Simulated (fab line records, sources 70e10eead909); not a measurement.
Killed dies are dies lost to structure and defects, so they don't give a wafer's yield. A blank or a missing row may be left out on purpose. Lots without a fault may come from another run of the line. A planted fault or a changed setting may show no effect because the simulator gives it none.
A struck lot beside a sound one | flow nand_harc | 40 steps out of a route of 1159
Sound: wafers L348.2, L348.4, L348.6. Struck: wafer L353.1. (L353.2, L353.5 of the same lot were not struck and are left out.) The cause comes at the end.
At each step with rows: each side's tool, then ch and its chambers, then its first start. Under that, the readings that differ: sound wafers | struck wafers | difference of the means | sigmas: that difference in standard deviations of wafers without a fault.
alike: readings whose means differ by less than 2 such deviations, and words and numbers that are the same on both sides. not compared: withheld readings, readings that some wafer has no value for, bounds like >300 that may hide the same value, and numbers for which the record gives no deviation and whose values overlap.
The two part at a step that has a row with sigmas, a row that says differs or no value, or rows on one side only. Numbers that don't overlap but have no deviation are shown without sigmas and don't part them. A reading that every wafer of one side lacks parts them only if that side has two wafers or more.

NHARC_P_BONDPAD_OVL_MEAS_38:
  sound on overlay-01, day 5 23:05; struck on overlay-01, day 7 18:44
  alike: overlay_x_nm, overlay_y_nm
then, 3 steps without rows for these wafers: NHARC_P_BONDPAD_HARDBAKE_10 (time 65 s); NHARC_P_BONDPAD_DESCUM_11 (chemistry O2, time 3 s); NHARC_P_BONDPAD_ETCH_37 (etches the open film in N2/H2, target depth 60 nm, overetch 18 nm, time 65.91 s).
NHARC_P_BONDPAD_ETCH_12: etches the open film in CHF3/O2, target depth 200 nm, time 100 s.
  sound on rie_diel-06 ch 1,2,3; struck on rie_diel-06 ch 0
  reading                     | sound       | struck | difference | sigmas
  drypump_motor_current_A (A) | 5.8 5.8 6.0 | 4.8    | -1.1       | -2
  alike: oes_product_au, rf_vpp_V, showerhead_plenum_p_Torr, throttle_valve_pct
  not compared: rf_hours_counter_h
NHARC_P_BONDPAD_CD_MEAS_13:
  sound on cd_sem-03, day 5 23:31; struck on cd_sem-02, day 7 19:11
  alike: cd_nm
then, 3 steps without rows for these wafers: NHARC_P_BONDPAD_STRIP_15 (strips in O2); NHARC_P_BONDPAD_ETCH_24 (etches the open film in CF4/N2, target depth 30 nm, time 72.99 s); NHARC_P_BONDPAD_STRIP_16 (strips in post etch residue remover, time 600 s).
NHARC_P_BONDPAD_DEGAS_25: time 60 s.
  sound on pvd_sputter-01, day 6 00:08; struck on pvd_sputter-02, day 7 19:49
  alike: heater_power_w, susceptor_temp_C
then, 2 steps without rows for these wafers: NHARC_P_BONDPAD_PRE_CLEAN_26 (time 30 s); NHARC_P_BONDPAD_PVD_17 (deposits TaN, target thk 5 nm, time 8.06 s).
NHARC_P_BONDPAD_PVD_27: deposits Cu, target thk 30 nm, time 20.49 s.
  sound on pvd_sputter-01, day 6 00:22; struck on pvd_sputter-02, day 7 20:02
  alike: throttle_valve_pct
then, 1 step without rows for these wafers: NHARC_P_BONDPAD_ECD_18 (material Cu, target thk 400 nm).
NHARC_P_BONDPAD_ANNEAL_28: time 90 s.
  sound on rtp_anneal-01 ch 0, day 6 00:56; struck on rtp_anneal-01 ch 0, day 7 20:32
  alike: wafer_temp_C_max
then, 2 steps without rows for these wafers: NHARC_P_BONDPAD_CMP_19 (polishes, t overpolish 30 s, cu recess touch 16 s, target thk 160.81 nm); NHARC_P_BONDPAD_SRD_21 (time 30 s, dry time 20 s).
NHARC_P_BONDPAD_INSPECT_23:
  sound on defect_inspect-01, day 6 01:46; struck on defect_inspect-01, day 7 21:25
  alike: raw_defect_count
then, 3 steps without rows for these wafers: NHARC_P_BONDPAD_ACTIVATE_29 (chemistry N2, time 60 s); NHARC_P_BONDPAD_PRECLEAN_30 (cleans in DIW, time 300 s); NHARC_P_BONDPAD_SRD_31 (time 30 s, dry time 20 s).
NHARC_A_START_INSPECT_01:
  the record has rows for the sound wafers here (defect_inspect-01, day 6 02:14) and none for the struck ones
then, 11 steps without rows for these wafers: NHARC_A_ZERO_WELL_PRECLEAN_00 (cleans in SPM, time 600 s); NHARC_A_ZERO_WELL_SRD_01; NHARC_A_ZERO_WELL_DEHYDRATE_02 (time 120 s); NHARC_A_ZERO_WELL_HMDS_03 (time 30 s); NHARC_A_ZERO_WELL_COAT_18 (time 65 s); NHARC_A_ZERO_WELL_COAT_04 (resist thk 600 nm); NHARC_A_ZERO_WELL_SOFTBAKE_05 (time 70 s); NHARC_A_ZERO_WELL_EBR_06; NHARC_A_ZERO_WELL_EXPOSE_07 (exposes mask A ZERO); NHARC_A_ZERO_WELL_PEB_08 (peb time 80 s); NHARC_A_ZERO_WELL_DEVELOP_09 (time 50 s).
NHARC_A_ZERO_WELL_CD_MEAS_10: target cd 2000 nm.
  the record has rows for the sound wafers here (cd_sem-01 ch 0, day 6 02:56) and none for the struck ones
then, 2 steps without rows for these wafers: NHARC_A_ZERO_WELL_HARDBAKE_11 (time 65 s); NHARC_A_ZERO_WELL_DESCUM_12 (chemistry O2, time 3 s).
NHARC_A_ZERO_WELL_ETCH_19: etches the open film in N2/H2, target depth 80 nm, overetch 24 nm, time 87.88 s.
  the record has rows for the sound wafers here (rie_diel-07 ch 0,2, day 6 03:11) and none for the struck ones
NHARC_A_ZERO_WELL_ETCH_13: etches the open film in HBr/Cl2, target depth 120 nm, time 40.1 s.
  the record has rows for the sound wafers here (rie_si-05 ch 0,2,3, day 6 03:18) and none for the struck ones
then, 1 step without rows for these wafers: NHARC_A_ZERO_WELL_STRIP_14 (strips in SPM, time 900 s).
-- the record jumps here: 13 days lie between the struck wafers' starts before and after (it left off in module A_ZERO_WELL and takes up again in module END, whose first step shown is number 1159 of the route) --
NHARC_END_SORT_01:
  sound on prober-02 ch 0, day 18 22:25; struck on prober-01 ch 0, day 21 03:28
  reading                  | sound            | struck | difference | sigmas
  defect_limited_yield (%) | 96.0 96.3 94.2   | 0.4    | -95.1      | -59
  killed_at_periphery      | 0 0 2            | 648    | +647       | +99 or more
  killed_dies              | 27 25 39         | 674    | +644       | +59
  killed_short             | 1 1 1            | 5      | +4         | +3
  sort_bin_2_pct (%)       | 1.3 1.0 1.5      | 96.5   | +95.2      | +99 or more
  sort_n_pass              | 650 652 638      | 3      | -644       | -59
  sort_rim_yield_pct (%)   | 100.0 100.0 94.3 | 0      | -98        | -41
  sort_yield_pct (%)       | 96.0 96.3 94.2   | 0.4    | -95.1      | -59
  alike: killed_at_array, killed_at_other, killed_open, sort_bin_3_pct, sort_bin_4_pct

WHERE THEY PART
First at NHARC_P_BONDPAD_ETCH_12; last, within this record, at NHARC_END_SORT_01.

WHY: what the simulator had put in
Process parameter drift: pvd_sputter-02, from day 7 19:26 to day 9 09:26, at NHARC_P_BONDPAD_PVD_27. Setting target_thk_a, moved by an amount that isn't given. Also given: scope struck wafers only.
